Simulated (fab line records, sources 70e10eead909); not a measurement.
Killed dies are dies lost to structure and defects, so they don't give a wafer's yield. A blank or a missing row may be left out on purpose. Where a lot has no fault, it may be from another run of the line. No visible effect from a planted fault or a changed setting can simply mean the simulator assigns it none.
Which tool was responsible?	flow nand harc	33 wafers from 11 lots sampled at 4 of the route's 1302 steps

WHAT THE GAUGES READ, wafer by wafer
The record holds no reading of a measuring or inspecting step that can be judged against a usual standard deviation.

WHAT TOOL EACH LOT RAN ON (gives the tool, then ch and the chambers of the sampled wafers, and finally the start)
lot	NHARC_P_ZERO_WELL_DESCUM_13	NHARC_P_ZERO_WELL_ETCH_63	NHARC_P_STI_ETCH_31	NHARC_P_STI_ETCH_15
L129	rie diel-13 ch 0,1,2, day 2 17:17	rie si-04 ch 1,2,3, day 2 17:32	rie diel-08 ch 0,1,3, day 3 15:08 or earlier	rie si-05 ch 0,1,3, day 3 15:08
L131	rie diel-13 ch 1,2,3, day 3 13:32	rie si-06 ch 0,2,3, day 3 13:52	rie diel-08 ch 1,2,3, day 4 11:49 or earlier	rie si-05 ch 0,1,3, day 4 11:49
L132	rie diel-04 ch 0,1,2, day 3 23:17	rie si-04 ch 0,3, day 3 23:32	rie diel-03 ch 1,2,3, day 4 20:40 or earlier	rie si-05 ch 0,1, day 4 20:40
L133	rie diel-12 ch 0,3, day 4 09:24	rie si-04 ch 0,1, day 4 09:42	rie diel-08 ch 1,2,3, day 5 09:35 or earlier	rie si-05 ch 0,1,2, day 5 09:35
L135	rie diel-04 ch 0,3, day 5 05:25	rie si-04 ch 1,2, day 5 05:41	rie diel-02 ch 0,1, day 6 03:46 or earlier	rie si-02 ch 1,2, day 6 03:46
L142	rie diel-12 ch 0,3, day 8 03:17	rie si-06 ch 0,1,3, day 8 03:42	rie diel-03 ch 0,1,2, day 9 02:43 or earlier	rie si-02 ch 0,2,3, day 9 02:43
L145	rie diel-13 ch 0,2,3, day 9 09:25	rie si-06 ch 0,2,3, day 9 09:41	rie diel-03 ch 0,1,2, day 10 13:31 or earlier	rie si-01 ch 0,3, day 10 13:31
L146	rie diel-13 ch 2,3, day 9 19:24	rie si-03 ch 1,2, day 9 19:39	rie diel-03 ch 1,2,3, day 11 00:05 or earlier	rie si-05 ch 0,2,3, day 11 00:05
L147	rie diel-04 ch 0,1,3, day 10 05:17	rie si-06 ch 1,2,3, day 10 05:37	rie diel-08 ch 0,1,3, day 11 05:56 or earlier	rie si-02 ch 0,1, day 11 05:56
L148	rie diel-12 ch 0,1,2, day 10 15:16	rie si-03 ch 0,1,3, day 10 15:32	rie diel-02 ch 0,2,3, day 11 12:30 or earlier	rie si-05 ch 0,1,2, day 11 12:30
L149	rie diel-04 ch 0,1,3, day 11 03:29	rie si-06 ch 0,2,3, day 11 04:01	rie diel-08 ch 0,3, day 12 04:07 or earlier	rie si-01 ch 0,1, day 12 04:07
- NHARC_P_ZERO_WELL_DESCUM_13: chemistry O2, time 3 s.
- NHARC_P_ZERO_WELL_ETCH_63: etches the open film in HBr/Cl2, target depth 120 nm, time 40.1 s.
- NHARC_P_STI_ETCH_31: etches the open film in CF4/CHF3, target depth 108.9 nm, time 54.5 s.
- NHARC_P_STI_ETCH_15: etches the open film in HBr/Cl2, target depth 300 nm, time 100.1 s.

WHAT THE TOOLS THEMSELVES READ (means of the sampled wafers that have a number; where no wafer has one, the mark that the record gives instead)
NHARC_P_ZERO_WELL_DESCUM_13. Usual: drypump motor current A 5.6 A, standard deviation 0.45; oes product au 1.003 a.u., standard deviation 0.015; rf vpp V 57.8 V, standard deviation 0.89; showerhead plenum p Torr 1.90 Torr, standard deviation 0.07; throttle valve pct 11.311 %, standard deviation 0.0091.
lot	tool	drypump motor current A (A)	oes product au (a.u.)	rf vpp V (V)	showerhead plenum p Torr (Torr)	throttle valve pct (%)	flag
L129	rie diel-13	5.5	1.010	57.5	1.89	11.310	
L131	rie diel-13	5.9	0.996	57.7	1.86	11.312	
L132	rie diel-04	5.6	1.006	56.4	1.95	11.313	
L133	rie diel-12	6.2	0.985	57.5	1.90	11.313	
L135	rie diel-04	5.8	1.010	57.6	1.92	11.316	
L142	rie diel-12	6.2	0.991	57.7	1.93	11.318	
L145	rie diel-13	5.4	1.013	57.6	1.90	11.300	
L146	rie diel-13	5.8	1.008	57.6	1.86	11.307	
L147	rie diel-04	5.7	0.999	58.2	1.89	11.315	
L148	rie diel-12	5.6	1.008	58.2	1.86	11.304	
L149	rie diel-04	5.6	1.003	58.4	1.89	11.315	

NHARC_P_ZERO_WELL_ETCH_63. Usual: drypump motor current A 5.6 A, standard deviation 0.42; hbr flow sccm 150.1 sccm, standard deviation 0.43; oes product au 0.997 a.u., standard deviation 0.016; throttle valve pct 26.405 %, standard deviation 0.0096.
lot	tool	drypump motor current A (A)	hbr flow sccm (sccm)	oes product au (a.u.)	throttle valve pct (%)	flag
L129	rie si-04	5.8	150.0	1.021	26.401	
L131	rie si-06	5.6	150.0	0.990	26.403	
L132	rie si-04	5.2	150.4	0.992	26.413	
L133	rie si-04	5.1	150.0	1.250	26.398	OFF
L135	rie si-04	5.6	150.5	1.152	26.398	OFF
L142	rie si-06	5.9	150.0	0.993	26.407	
L145	rie si-06	5.6	150.4	0.983	26.400	
L146	rie si-03	5.7	150.0	0.996	26.417	
L147	rie si-06	5.6	149.8	1.001	26.409	
L148	rie si-03	5.7	150.3	0.995	26.409	
L149	rie si-06	5.5	150.1	0.997	26.410	

NHARC_P_STI_ETCH_31. Usual: value, then standard deviation, for each; cf4 flow sccm 99.99 sccm / 0.29; chf3 flow sccm 30.00 sccm / 0.086; drypump motor current A 5.57 A / 0.28; oes product au 0.956 a.u. / 0.021; rf vpp V 370.0 V / 2; showerhead plenum p Torr 1.56 Torr / 0.056; throttle valve pct 16.801 % / 0.0085.
lot	tool	cf4 flow sccm (sccm)	chf3 flow sccm (sccm)	drypump motor current A (A)	oes product au (a.u.)	rf vpp V (V)	showerhead plenum p Torr (Torr)	throttle valve pct (%)	flag
L129	rie diel-08	99.79	29.92	5.63	0.961	369.2	1.52	16.798	
L131	rie diel-08	100.26	30.04	5.77	0.961	369.6	1.54	16.804	
L132	rie diel-03	100.29	29.86	5.59	0.986	369.7	1.54	16.796	
L133	rie diel-08	100.10	29.99	5.74	0.933	369.2	1.54	16.800	
L135	rie diel-02	99.91	29.91	5.25	0.946	369.3	1.53	16.807	
L142	rie diel-03	99.76	30.06	5.57	0.976	371.3	1.59	16.797	
L145	rie diel-03	99.76	30.04	5.58	0.959	370.6	1.59	16.798	
L146	rie diel-03	99.97	29.92	5.58	0.947	369.1	1.54	16.805	
L147	rie diel-08	100.06	29.96	5.63	0.950	368.7	1.52	16.808	
L148	rie diel-02	100.03	30.05	5.44	0.929	368.2	1.53	16.809	
L149	rie diel-08	99.95	30.01	5.62	0.972	369.3	1.53	16.800	

NHARC_P_STI_ETCH_15. Usual: drypump motor current A 5.6 A, standard deviation 0.35; hbr flow sccm 150.0 sccm, standard deviation 0.43; oes product au 0.999 a.u., standard deviation 0.016; throttle valve pct 26.405 %, standard deviation 0.0097.
lot	tool	drypump motor current A (A)	hbr flow sccm (sccm)	oes product au (a.u.)	throttle valve pct (%)	flag
L129	rie si-05	5.5	150.0	0.986	26.408	
L131	rie si-05	5.5	149.9	0.994	26.413	
L132	rie si-05	5.6	150.7	0.995	26.399	
L133	rie si-05	5.8	149.8	0.986	26.407	
L135	rie si-02	5.4	150.2	1.005	26.408	
L142	rie si-02	5.6	150.0	1.009	26.400	
L145	rie si-01	5.3	149.8	1.012	26.405	
L146	rie si-05	5.7	149.8	1.010	26.404	
L147	rie si-02	5.4	150.2	1.010	26.414	
L148	rie si-05	5.9	149.8	0.998	26.406	
L149	rie si-01	5.5	150.3	0.999	26.415	

THE ANSWER, worked out from the rows above alone
Rule: lot off if the mean of its wafers having a number is beyond 3 standard deviations from the usual mean. A lot without any number at a reading at which 4 lots or more have one is off too. All remaining lots with rows at the step are treated as sound. The gauges are gone through in route order, then the tools' own readings, and for those a lot's mean is taken as printed above. At the first step where some lot is off, the reading lying furthest off is the one used; lots without a number count as furthest.
Off: L133, L135, at NHARC_P_ZERO_WELL_ETCH_63 (oes product au).
A tool fits if, at that step or a process step before it, it ran every lot that is off, and no sound lot after the first of them. One candidate fits, namely rie si-04 at NHARC_P_ZERO_WELL_ETCH_63. A fault onset in the window from L132 (day 3 23:32, its last sound lot) to L133 (day 4 09:42, its first lot off) fits.
On the lots that are off, the tool's own readings at NHARC_P_ZERO_WELL_ETCH_63 differ by more than 5 times the standard deviation of the sound lots' means, which bears it out; oes product au reads 1.201 a.u. there versus 0.996 a.u. on the sound lots.

WHAT THE SIMULATOR PUT IN
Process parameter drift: rie si-04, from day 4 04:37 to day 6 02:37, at NHARC_P_ZERO_WELL_ETCH_63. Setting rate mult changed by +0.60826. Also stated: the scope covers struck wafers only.
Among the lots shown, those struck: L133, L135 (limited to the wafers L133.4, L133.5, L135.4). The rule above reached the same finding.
